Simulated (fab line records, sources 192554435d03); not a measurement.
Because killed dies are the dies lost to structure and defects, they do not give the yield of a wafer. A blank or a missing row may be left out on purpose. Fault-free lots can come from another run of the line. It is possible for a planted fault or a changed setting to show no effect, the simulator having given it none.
fab line records ; flow n5-finfet ; part 2 of 2: steps 5 to 6 of 6
record: lots: 23; wafers: 69; last-day: 18
route steps=1938 shown BEOL_M7@1263 BEOL_M8@1355
lots with no fault: from the same line, run without faults
start-h: hours from the record's first day to the start of the lot's first wafer shown ; wait-h: time in hours since the lot's previous step ; " as in the row above ; L1.1+2: one row covering several wafers at once ; - either no value or no given start ; * or withheld: withheld ; < > ~ a bound
route shown NAME@n: names a module that has steps shown in the file, with the first one's number in the route ; usual: mean/standard deviation taken from wafers without a fault ; same: alike in all rows ; chamber/n: place in a boat ; sites: readings site by site ; _std_site: the standard deviation of these ; _edge_site: the outer-site mean with the inner-site mean subtracted ; radius-mm: for every site, how far away it sits from the centre of the wafer ; mask NAME#n: copy n ; behind: the tool/chamber that last shaped the wafer ; hold: why the lot was held/for how many hours/how that ended ; device: the n, p or np transistor that did not switch ; end of line: at the end of the route, the tests of the same wafers ; for a step that has no rows: nothing shown but its recipe ; killed: count of dies lost to structure and defects at first sort (not the wafer's yield) ; map: a wafer's dies, x killed, . not, _ none there
set.NAME: the setting the step ran with; set.NAME@STEP: the setting that earlier step ran with ; model.NAME: the simulator's own value behind a step, which no gauge read
steps of the route over a sample of lots; a table a step, a row a wafer
services: the hour from which a tool's chamber was out of use, counted from the record's first day as start-h (under 0 if before that day), plus the number of hours and why
== steps ==
step: N5_BEOL_M8_CD_MEAS_18
recipe: pitch-nm: 80; target-cd-nm: 40
usual: cd-nm: 39.6/0.78
lot.wafer;tool;chamber;start-h;wait-h;cd-nm
L074.1;cd-sem-02;-;214.13;0.1;40.7
L074.3;cd-sem-02;-;214.13;0.1;38.9
L074.5;cd-sem-02;-;214.13;0.1;39.6
L075.3;cd-sem-01;-;218.23;0.1;38.4
L075.4;cd-sem-01;-;218.23;0.1;38.5
L075.6;cd-sem-01;-;218.23;0.1;37.8
L077.1;cd-sem-03;-;229.07;0.0;40.4
L077.3;cd-sem-03;-;229.07;0.0;41.8
L077.5;cd-sem-03;-;229.07;0.0;40.4
L076.1;cd-sem-01;-;229.43;0.0;39.1
L076.3;cd-sem-01;-;229.43;0.0;38.0
L076.6;cd-sem-01;-;229.43;0.0;38.9
L079.3;cd-sem-03;-;239.52;0.1;38.5
L079.4;cd-sem-03;-;239.52;0.1;40.3
L079.6;cd-sem-03;-;239.52;0.1;40.0
L078.2;cd-sem-02;-;239.63;0.1;40.0
L078.4;cd-sem-02;-;239.63;0.1;40.7
L078.5;cd-sem-02;-;239.63;0.1;38.7
L081.2;cd-sem-03;-;259.34;0.1;39.8
L081.4;cd-sem-03;-;259.34;0.1;40.1
L081.5;cd-sem-03;-;259.34;0.1;39.6
L082.2;cd-sem-01;-;260.90;0.1;37.4
L082.4;cd-sem-01;-;260.90;0.1;38.7
L082.6;cd-sem-01;-;260.90;0.1;39.3
L083.2;cd-sem-03;-;266.62;0.1;39.5
L083.4;cd-sem-03;-;266.62;0.1;39.8
L083.5;cd-sem-03;-;266.62;0.1;39.8
L084.1;cd-sem-01;-;267.12;0.0;39.7
L084.3;cd-sem-01;-;267.12;0.0;39.8
L084.4;cd-sem-01;-;267.12;0.0;38.8
L085.3;cd-sem-02;-;288.48;0.1;39.7
L085.5;cd-sem-02;-;288.48;0.1;39.5
L085.6;cd-sem-02;-;288.48;0.1;39.8
L087.2;cd-sem-03;-;288.95;0.1;39.7
L087.4;cd-sem-03;-;288.95;0.1;40.3
L087.6;cd-sem-03;-;288.95;0.1;39.4
L088.2;cd-sem-02;-;289.96;0.1;40.3
L088.3;cd-sem-02;-;289.96;0.1;40.4
L088.5;cd-sem-02;-;289.96;0.1;40.0
L086.1;cd-sem-03;-;293.51;0.0;40.1
L086.2;cd-sem-03;-;293.51;0.0;39.9
L086.5;cd-sem-03;-;293.51;0.0;39.7
L089.2;cd-sem-03;-;299.24;0.1;39.6
L089.4;cd-sem-03;-;299.24;0.1;39.4
L089.6;cd-sem-03;-;299.24;0.1;40.2
L091.2;cd-sem-02;-;302.35;0.1;39.2
L091.4;cd-sem-02;-;302.35;0.1;39.2
L091.6;cd-sem-02;-;302.35;0.1;39.1
L090.1;cd-sem-02;-;314.41;0.0;39.4
L090.5;cd-sem-02;-;314.41;0.0;40.4
L090.6;cd-sem-02;-;314.41;0.0;40.3
L092.2;cd-sem-03;-;320.90;0.1;40.2
L092.5;cd-sem-03;-;320.90;0.1;39.5
L092.6;cd-sem-03;-;320.90;0.1;39.1
L093.3;cd-sem-02;-;321.46;0.1;40.0
L093.4;cd-sem-02;-;321.46;0.1;40.7
L093.5;cd-sem-02;-;321.46;0.1;40.5
L094.4;cd-sem-03;-;332.59;0.1;38.3
L094.5;cd-sem-03;-;332.59;0.1;39.4
L094.6;cd-sem-03;-;332.59;0.1;38.6
L095.1;cd-sem-03;-;341.66;0.0;39.0
L095.5;cd-sem-03;-;341.66;0.0;38.7
L095.6;cd-sem-03;-;341.66;0.0;39.8
L097.1;cd-sem-03;-;360.88;0.1;38.6
L097.4;cd-sem-03;-;360.88;0.1;38.3
L097.5;cd-sem-03;-;360.88;0.1;38.5
L096.1;cd-sem-01;-;364.36;0.0;41.2
L096.2;cd-sem-01;-;364.36;0.0;39.5
L096.3;cd-sem-01;-;364.36;0.0;39.7
step: N5_BEOL_M8_STRIP_36
recipe: chemistry: N2/H2; power-w: 450; temp-c: 40; pressure-mtorr: 20; rf-frequency-hz: 6e+07; overash-fraction: 0.3; bias-power-w: 7; h2-frac: 0.5; n2-flow-sccm: 200; h2-flow-sccm: 200
usual: drypump-motor-current-A: 5.70/0.29; oes-product-au: 0.79/0.087; rf-vpp-V: 58.9/1.5; showerhead-plenum-p-Torr: 2.53/0.086; throttle-valve-pct: 23.7/0.32
same: overash-fraction: 0.3
lot.wafer;tool;chamber;start-h;wait-h;drypump-motor-current-A;oes-product-au;rf-hours-counter-h;rf-vpp-V;showerhead-plenum-p-Torr;throttle-valve-pct
L074.1;rie-diel-03;2;217.54;0.0;5.78;0.75;181;59.7;2.43;23.8
L074.3;rie-diel-03;3;217.54;0.0;5.63;0.82;78;57.9;2.57;23.6
L074.5;rie-diel-03;2;217.54;0.0;5.75;0.73;-;58.4;2.43;23.8
L075.3;rie-diel-05;0;221.39;0.0;5.83;0.75;196;57.4;2.51;23.5
L075.4;rie-diel-05;1;221.39;0.0;5.82;0.88;58;56.1;2.56;23.0
L075.6;rie-diel-05;2;221.39;0.0;5.85;0.91;-;58.7;2.50;24.4
L077.1;rie-diel-05;1;229.73;0.0;5.83;0.87;61;56.0;2.56;23.0
L077.3;rie-diel-05;3;229.73;0.0;5.32;0.92;23;58.4;2.47;23.8
L077.5;rie-diel-05;3;229.73;0.0;5.31;0.91;-;61.9;2.47;23.8
L076.1;rie-diel-03;2;230.13;0.0;5.74;0.72;185;58.9;2.43;23.8
L076.3;rie-diel-03;1;230.13;0.0;5.36;0.69;233;56.5;2.37;23.5
L076.6;rie-diel-03;3;230.13;0.0;5.63;0.81;-;57.2;2.56;23.6
L078.2;rie-diel-05;1;243.95;0.0;5.87;0.86;65;59.5;2.56;23.0
L078.4;rie-diel-05;3;243.95;0.0;5.30;0.90;28;57.1;2.47;23.8
L078.5;rie-diel-05;3;243.95;0.0;5.28;0.90;-;56.9;2.47;23.9
L079.3;rie-diel-01;3;244.04;0.0;5.13;0.90;23;60.5;2.69;23.4
L079.4;rie-diel-01;1;244.04;0.0;5.94;0.77;132;60.1;2.64;23.3
L079.6;rie-diel-01;0;244.04;0.0;6.21;0.76;-;58.1;2.52;23.6
L081.2;rie-diel-03;3;265.58;0.0;5.61;0.81;95;58.3;2.56;23.6
L081.4;rie-diel-03;0;265.58;0.0;5.55;0.68;226;60.3;2.60;24.0
L081.5;rie-diel-03;0;265.58;0.0;5.55;0.68;-;61.9;2.60;24.0
L082.2;rie-diel-01;0;265.64;0.0;6.25;0.76;157;57.4;2.52;23.6
L082.4;rie-diel-01;2;265.64;0.0;6.21;0.90;48;58.8;2.57;23.5
L082.6;rie-diel-01;1;265.64;0.0;5.97;0.76;-;59.4;2.64;23.3
L084.1;rie-diel-03;1;272.08;0.0;5.38;0.68;248;58.7;2.36;23.5
L084.3;rie-diel-03;2;272.08;0.0;5.74;0.72;201;57.6;2.42;23.9
L084.4;rie-diel-03;3;272.08;0.0;5.61;0.81;97;58.9;2.56;23.6
L083.2;rie-diel-01;1;272.36;0.0;5.94;0.74;141;60.5;2.64;23.3
L083.4;rie-diel-01;2;272.36;0.0;6.18;0.90;50;60.4;2.57;23.6
L083.5;rie-diel-01;1;272.36;0.0;5.94;0.76;-;60.1;2.64;23.3
L085.3;rie-diel-01;1;294.62;0.0;5.94;0.73;150;58.4;2.64;23.3
L085.5;rie-diel-01;1;294.62;0.0;5.94;0.75;-;57.7;2.64;23.3
L085.6;rie-diel-01;0;294.62;0.0;6.22;0.74;-;57.6;2.51;23.6
L087.2;rie-diel-03;2;294.78;0.0;5.74;0.71;209;60.5;2.42;23.9
L087.4;rie-diel-03;3;294.78;0.0;5.61;0.79;-;58.8;2.56;23.6
L087.6;rie-diel-03;2;294.78;0.0;5.73;0.72;-;58.9;2.42;23.8
L088.2;rie-diel-03;3;295.38;0.0;5.59;0.79;105;60.6;2.55;23.6
L088.3;rie-diel-03;3;295.38;0.0;5.62;0.78;-;58.4;2.55;23.6
L088.5;rie-diel-03;2;295.38;0.0;5.72;0.71;-;58.7;2.42;23.9
L086.1;rie-diel-05;0;295.52;0.0;5.82;0.73;219;58.3;2.50;23.5
L086.2;rie-diel-05;2;295.52;0.0;5.85;0.85;58;59.6;2.49;24.5
L086.5;rie-diel-05;3;295.52;0.0;5.29;0.87;-;59.6;2.46;23.9
L089.2;rie-diel-05;2;301.17;0.0;5.86;0.86;60;59.4;2.49;24.5
L089.4;rie-diel-05;3;301.17;0.0;5.28;0.86;51;60.0;2.46;23.9
L089.6;rie-diel-05;1;301.17;0.0;5.85;0.84;-;60.2;2.55;23.1
L091.2;rie-diel-01;2;307.35;0.0;6.20;0.88;63;55.1;2.56;23.6
L091.4;rie-diel-01;0;307.35;0.0;6.21;0.73;-;59.6;2.51;23.6
L091.6;rie-diel-01;1;307.35;0.0;5.93;0.75;-;61.0;2.63;23.3
L090.1;rie-diel-03;1;315.89;0.0;5.36;0.97;8;59.6;2.67;23.5
L090.5;rie-diel-03;0;315.89;0.0;5.55;0.66;-;57.3;2.59;24.0
L090.6;rie-diel-03;3;315.89;0.0;5.61;0.77;-;59.8;2.55;23.6
L093.3;rie-diel-05;3;325.36;0.0;5.29;0.84;-;59.7;2.46;23.9
L093.4;rie-diel-05;2;325.36;0.0;5.86;0.85;-;57.7;2.49;24.5
L093.5;rie-diel-05;3;325.36;0.0;5.29;0.86;-;59.0;2.46;23.9
L092.2;rie-diel-01;2;325.37;0.0;6.18;0.87;71;58.6;2.56;23.6
L092.5;rie-diel-01;3;325.37;0.0;5.12;0.86;-;60.5;2.68;23.4
L092.6;rie-diel-01;2;325.37;0.0;6.20;0.87;-;59.2;2.56;23.6
L094.4;rie-diel-03;0;335.45;0.0;5.55;0.67;247;58.6;2.59;24.0
L094.5;rie-diel-03;3;335.45;0.0;5.67;0.77;-;58.4;2.55;23.6
L094.6;rie-diel-03;0;335.45;0.0;5.56;0.66;-;57.0;2.59;24.0
L095.1;rie-diel-03;2;342.51;0.0;5.75;0.71;228;57.8;2.41;23.9
L095.5;rie-diel-03;0;342.51;0.0;5.56;0.67;-;58.9;2.59;24.0
L095.6;rie-diel-03;2;342.51;0.0;5.79;0.71;-;59.3;2.41;23.9
L097.1;rie-diel-03;1;362.66;0.0;5.37;0.92;27;58.8;2.66;23.5
L097.4;rie-diel-03;2;362.66;0.0;5.76;0.69;-;59.7;2.41;23.9
L097.5;rie-diel-03;1;362.66;0.0;5.39;0.90;-;58.1;2.66;23.5
L096.1;rie-diel-03;1;365.94;0.0;5.38;0.90;29;58.7;2.66;23.5
L096.2;rie-diel-03;0;365.94;0.0;5.55;1.03;0;58.3;2.59;23.7
L096.3;rie-diel-03;2;365.94;0.0;5.74;0.69;240;55.6;2.41;23.9
== services ==
tool;chamber;start-h;hours;kind
rie-diel-05;-;180.40;15.6;pm
rie-diel-06;1;184.00;81.3;repair
rie-diel-02;3;191.84;6.5;repair
rie-diel-04;2;198.53;2.8;repair
rie-diel-06;2;218.19;13.6;repair
rie-diel-06;0;220.16;6.2;repair
pecvd-01;1;234.87;10.4;repair
pecvd-02;-;240.78;1.8;repair
rie-diel-02;3;243.66;9.1;repair
rie-diel-02;2;249.10;3.6;repair
rie-diel-03;-;253.52;0.4;repair
pecvd-04;-;255.35;2.8;pm
rie-diel-05;0;265.47;8.7;repair
rie-diel-06;-;266.11;2.8;pm
rie-diel-04;0;266.58;4.5;repair
rie-diel-05;2;279.25;2.4;repair
rie-diel-03;0;293.22;10.1;repair
pecvd-02;2;301.11;4.4;repair
pecvd-02;-;313.43;2.2;repair
rie-diel-06;3;330.98;3.6;repair
rie-diel-03;0;336.21;4.9;repair
rie-diel-06;3;344.09;19.8;repair
rie-diel-03;3;359.58;7.1;repair
rie-diel-06;0;359.62;9.0;repair
